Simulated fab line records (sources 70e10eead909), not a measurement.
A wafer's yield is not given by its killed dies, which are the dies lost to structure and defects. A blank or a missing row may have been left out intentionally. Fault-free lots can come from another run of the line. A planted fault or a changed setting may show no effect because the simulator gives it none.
Which tool is to blame? ; flow nand_harc ; 24 lots, 72 wafers sampled, at 5 steps of a route of 1302

== WHAT THE GAUGES READ, wafer by wafer ==
NHARC_A_SOURCE_PLATE_THK_MEAS_06: measures by ellipsometry. Usual: thk_nm reads 200.6 nm (standard deviation 2.3).
lot;measured;on;thk_nm (nm);flag
L074;day 8 04:20;film_metro-01;202.2 200.0 199.4;
L075;day 8 04:20;film_metro-02;200.4 202.4 201.6;
L076;day 8 21:48;film_metro-02;204.9 205.6 206.9;
L078;day 9 09:32;film_metro-02;200.0 200.2 200.3;
L077;day 9 09:32;film_metro-01;198.3 200.1 197.5;
L079;day 10 00:46;film_metro-02;201.3 201.9 202.5;
L081;day 10 12:27;film_metro-02;201.0 202.5 203.4;
L080;day 10 12:28;film_metro-01;200.8 200.3 200.8;
L082;day 11 04:11;film_metro-02;203.1 200.8 200.9;
L083;day 11 14:01;film_metro-02;196.7 198.9 198.5;
L084;day 12 05:08;film_metro-01;203.9 201.6 203.2;
L085;day 12 11:45;film_metro-01;201.6 202.2 203.2;
L086;day 12 11:45;film_metro-02;198.3 198.9 200.9;
L087;day 13 14:13;film_metro-02;199.4 202.6 199.7;
L088;day 13 14:13;film_metro-01;199.4 202.7 199.9;
L089;day 13 20:46;film_metro-02;197.8 196.5 200.4;
L090;day 14 13:57;film_metro-01;199.8 201.3 198.5;
L091;day 14 20:16;film_metro-01;199.5 195.7 197.4;
L092;day 15 17:42;film_metro-01;199.2 199.9 198.2;
L093;day 15 23:17;film_metro-02;202.7 200.8 198.6;
L094;day 15 23:16;film_metro-02;199.2 201.2 196.1;
L095;day 16 18:49;film_metro-01;206.4 203.6 204.4;
L096;day 16 18:49;film_metro-01;201.9 202.9 200.8;
L097;day 17 01:32;film_metro-01;202.7 203.2 202.0;

NHARC_A_ONON_D1_THK_MEAS_11: measures by ellipsometry. Usual: thk_nm reads 1000 nm (standard deviation 7.6).
lot;measured;on;thk_nm (nm);flag
L074;day 8 06:40;film_metro-02;996 997 997;
L075;day 8 06:43;film_metro-02;1008 1008 1010;
L076;day 9 00:10;film_metro-02;1003 1004 1001;
L078;day 9 11:53;film_metro-02;1000 1001 1001;
L077;day 9 11:53;film_metro-01;995 997 994;
L079;day 10 03:07;film_metro-01;998 998 998;
L081;day 10 15:04;film_metro-01;1000 998 999;
L080;day 10 15:12;film_metro-01;995 997 998;
L082;day 11 06:34;film_metro-01;1006 1007 1007;
L083;day 11 16:22;film_metro-02;1006 1006 1006;
L084;day 12 07:29;film_metro-01;1006 1005 1005;
L085;day 12 14:06;film_metro-02;991 991 991;
L086;day 12 14:05;film_metro-01;988 989 988;
L087;day 13 16:32;film_metro-02;991 992 992;
L088;day 13 16:33;film_metro-01;1013 1012 1011;
L089;day 13 23:06;film_metro-01;1004 1004 1006;
L090;day 14 16:17;film_metro-02;1008 1006 1008;
L091;day 14 22:37;film_metro-01;1012 1013 1011;
L092;day 15 20:02;film_metro-02;989 986 988;
L093;day 16 01:37;film_metro-02;994 994 993;
L094;day 16 01:40;film_metro-01;996 995 996;
L095;day 16 21:10;film_metro-01;999 1001 1000;
L096;day 16 21:10;film_metro-01;993 995 993;
L097;day 17 03:53;film_metro-01;1016 1015 1016;

NHARC_A_CHANNEL_HOLE_D1_OVL_MEAS_11. Usual: overlay_x_nm 0.1 nm, standard deviation 0.89; overlay_y_nm 0.3 nm, standard deviation 0.94.
lot;measured;on;overlay_x_nm (nm);overlay_y_nm (nm);flag
L074;day 8 22:18;overlay-01;0.6 0.1 0.6;-0.8 -0.8 -1.2;
L075;day 8 21:39;overlay-01;1.5 1.3 1.3;1.1 1.3 1.1;
L076;day 9 17:31;overlay-01;1.4 1.1 1.2;0.5 1.0 0.8;
L078;day 10 01:44;overlay-02;0.0 0.4 0.4;1.1 0.6 0.6;
L077;day 10 01:53;overlay-01;-0.2 -0.9 -0.1;0.8 0.3 0.4;
L079;day 10 19:52;overlay-01;2.3 2.6 2.2;0.4 0.0 -0.4;
L081;day 11 05:52;overlay-02;-0.4 -0.6 -1.0;0.0 -0.5 -0.2;
L080;day 11 06:01;overlay-01;-0.8 -0.8 -0.7;0.5 0.4 0.8;
L082;day 11 20:32;overlay-02;-0.3 -0.7 -0.2;1.2 1.1 1.0;
L083;day 12 09:52;overlay-01;1.0 0.5 0.7;0.1 0.4 0.3;
L084;day 13 00:13;overlay-02;-0.6 -0.4 -0.3;0.8 0.4 0.6;
L085;day 13 05:51;overlay-01;-0.7 -0.5 0.1;1.0 1.2 1.2;
L086;day 13 06:00;overlay-02;-0.5 -0.4 -0.3;0.5 0.2 0.2;
L087;day 14 08:34;overlay-01;1.7 1.1 1.6;-1.5 -1.7 -1.6;
L088;day 14 10:17;overlay-01;-0.7 -0.6 -0.7;2.1 2.4 2.3;
L089;day 14 17:20;overlay-02;-0.8 0.0 -0.7;-0.7 -0.1 -1.1;
L090;day 15 08:41;overlay-01;0.7 0.5 0.0;1.8 2.0 1.9;
L091;day 15 12:26;overlay-02;0.2 0.3 0.0;1.2 0.1 0.5;
L092;day 16 16:32;overlay-01;0.4 0.7 0.5;-0.5 -0.8 -0.5;
L093;day 16 15:19;overlay-01;0.4 1.4 0.6;0.2 0.2 0.2;
L094;day 16 17:40;overlay-01;-1.9 -1.3 -1.9;-0.3 -0.7 -0.3;
L095;day 17 13:23;overlay-02;-0.3 -0.6 -0.5;-0.7 -1.7 -0.8;
L096;day 17 13:47;overlay-02;-0.8 -0.5 -0.4;0.4 0.7 0.4;
L097;day 17 18:04;overlay-02;-0.3 0.2 0.1;-0.9 -0.7 -1.0;

NHARC_A_CHANNEL_HOLE_D1_CD_MEAS_18. Usual: cd_nm reads 98.5 nm (standard deviation 2.6).
lot;measured;on;cd_nm (nm);flag
L074;day 8 23:31;cd_sem-03;97.3 94.5 93.1;
L075;day 8 22:52;cd_sem-01;101.0 99.2 97.4;
L076;day 9 18:43;cd_sem-01;99.3 99.3 102.5;
L078;day 10 02:56;cd_sem-02;98.7 96.3 99.0;
L077;day 10 03:06;cd_sem-01;93.9 100.6 95.9;
L079;day 10 21:05;cd_sem-02;101.5 98.6 100.0;
L081;day 11 07:05;cd_sem-03;101.0 98.9 101.6;
L080;day 11 07:14;cd_sem-01;99.3 93.9 96.4;
L082;day 11 21:44;cd_sem-03;102.6 100.0 102.0;
L083;day 12 11:04;cd_sem-01;100.8 96.6 99.5;
L084;day 13 01:37;cd_sem-02;101.5 100.4 100.4;
L085;day 13 07:03;cd_sem-01;97.6 97.9 100.5;
L086;day 13 07:12;cd_sem-02;102.7 100.1 105.7;
L087;day 14 09:46;cd_sem-01;99.4 94.7 98.5;
L088;day 14 11:30;cd_sem-03;95.2 94.9 95.6;
L089;day 14 18:32;cd_sem-02;93.8 96.3 96.7;
L090;day 15 09:53;cd_sem-02;103.6 97.7 96.8;
L091;day 15 13:38;cd_sem-02;98.1 98.8 95.4;
L092;day 16 17:44;cd_sem-02;95.3 94.9 96.8;
L093;day 16 16:31;cd_sem-03;96.8 101.7 102.1;
L094;day 16 18:53;cd_sem-01;100.4 97.3 100.6;
L095;day 17 14:37;cd_sem-02;100.5 97.6 99.8;
L096;day 17 15:19;cd_sem-01;98.2 99.6 98.9;
L097;day 17 19:16;cd_sem-03;98.2 98.8 99.8;

== EACH LOT AND THE TOOL THAT RAN IT (in order: tool; ch and the chambers of the sampled wafers; start) ==
lot;NHARC_A_ZERO_WELL_ETCH_19
L074;rie_diel-07 ch 0,2, day 7 04:39
L075;rie_diel-02 ch 0,1,3, day 7 06:01
L076;rie_diel-07 ch 1,2,3, day 8 00:11
L078;rie_diel-02 ch 0,1, day 8 13:04
L077;rie_diel-02 ch 1,2, day 8 13:36
L079;rie_diel-02 ch 0,1, day 9 02:16
L081;rie_diel-07 ch 0,3, day 9 15:20
L080;rie_diel-07 ch 2,3, day 9 17:43
L082;rie_diel-07 ch 0,2,3, day 10 07:11
L083;rie_diel-07 ch 1,2, day 10 13:55
L084;rie_diel-07 ch 1,2,3, day 11 07:43
L085;rie_diel-07 ch 1,3, day 11 14:40
L086;rie_diel-07 ch 0,2,3, day 11 14:55
L087;rie_diel-02 ch 1,2,3, day 12 16:55
L088;rie_diel-07 ch 1,2,3, day 12 18:08
L089;rie_diel-07 ch 0,2,3, day 12 22:22
L090;rie_diel-02 ch 1,2,3, day 13 13:42
L091;rie_diel-02 ch 0,1, day 13 23:39
L092;rie_diel-07 ch 2,3, day 14 20:38
L093;rie_diel-07 ch 2,3, day 15 01:05
L094;rie_diel-07 ch 0,3, day 15 04:28
L095;rie_diel-07 ch 0,3, day 15 19:34
L096;rie_diel-07 ch 1,2,3, day 16 00:09
L097;rie_diel-07 ch 1,2, day 16 04:24
- NHARC_A_ZERO_WELL_ETCH_19: etches the open film in N2/H2, target depth 80 nm, overetch 24 nm, time 87.88 s.

== AS READ BY THE TOOLS THEMSELVES (means over the sampled wafers that have a number; for cases with no such wafer, the mark the record gives instead) ==
NHARC_A_ZERO_WELL_ETCH_19. Usual: chamber_pressure_mTorr 30.002 mTorr, standard deviation 0.025; drypump_motor_current_A 5.92 A, standard deviation 0.21; oes_product_au 1.000 a.u., standard deviation 0.014; rf_vpp_V 431 V, standard deviation 3.2; showerhead_plenum_p_Torr 2.05 Torr, standard deviation 0.11; throttle_valve_pct 14.171 %, standard deviation 0.0092.
lot;tool;chamber_pressure_mTorr (mTorr);drypump_motor_current_A (A);oes_product_au (a.u.);rf_vpp_V (V);showerhead_plenum_p_Torr (Torr);throttle_valve_pct (%);flag
L074;rie_diel-07;29.975;6.07;1.009;432;2.07;14.178;
L075;rie_diel-02;30.009;5.85;0.983;429;2.01;14.168;
L076;rie_diel-07;30.025;5.82;0.996;430;2.04;14.165;
L078;rie_diel-02;29.987;5.78;0.986;430;2.01;14.167;
L077;rie_diel-02;29.979;5.73;0.993;427;1.92;14.169;
L079;rie_diel-02;30.023;5.89;0.979;432;2.09;14.172;
L081;rie_diel-07;30.014;6.14;1.013;433;2.15;14.169;
L080;rie_diel-07;29.967;5.78;0.999;432;2.12;14.169;
L082;rie_diel-07;30.005;5.93;1.007;433;2.10;14.174;
L083;rie_diel-07;29.989;5.87;0.986;429;1.97;14.168;
L084;rie_diel-07;29.999;5.83;1.005;431;2.04;14.177;
L085;rie_diel-07;30.030;5.92;1.001;431;2.05;14.170;
L086;rie_diel-07;29.996;5.94;1.004;432;2.10;14.173;
L087;rie_diel-02;29.991;5.77;0.998;427;1.91;14.167;
L088;rie_diel-07;29.995;5.82;0.999;431;2.04;14.170;
L089;rie_diel-07;29.980;5.94;0.998;432;2.09;14.169;
L090;rie_diel-02;30.007;5.77;0.994;427;1.91;14.168;
L091;rie_diel-02;30.003;5.89;1.001;432;2.09;14.168;
L092;rie_diel-07;30.004;5.77;0.995;432;2.11;14.174;
L093;rie_diel-07;30.003;5.79;1.003;433;2.11;14.176;
L094;rie_diel-07;29.998;6.00;1.001;434;2.17;14.171;
L095;rie_diel-07;29.995;5.99;1.009;434;2.17;14.178;
L096;rie_diel-07;30.008;5.83;1.007;431;2.04;14.174;
L097;rie_diel-07;30.017;5.85;0.991;429;1.96;14.171;

== THE ANSWER, worked out from the rows above alone ==
Rule: a lot counts as off when the mean over its wafers that have a number is more than 3 standard deviations away from the usual mean. A lot without any number at a reading at which 4 lots or more have one is off too. The other lots that the step has rows for count as sound. First the gauges in route order, then the tools' own readings, where a lot's mean is used as printed above. At the first step where some lot is off, the reading lying furthest off is the one used; lots without a number count as furthest.
No lot is off on any of the readings shown, so nothing can be concluded from this.

== WHAT THE SIMULATOR HAD PUT IN ==
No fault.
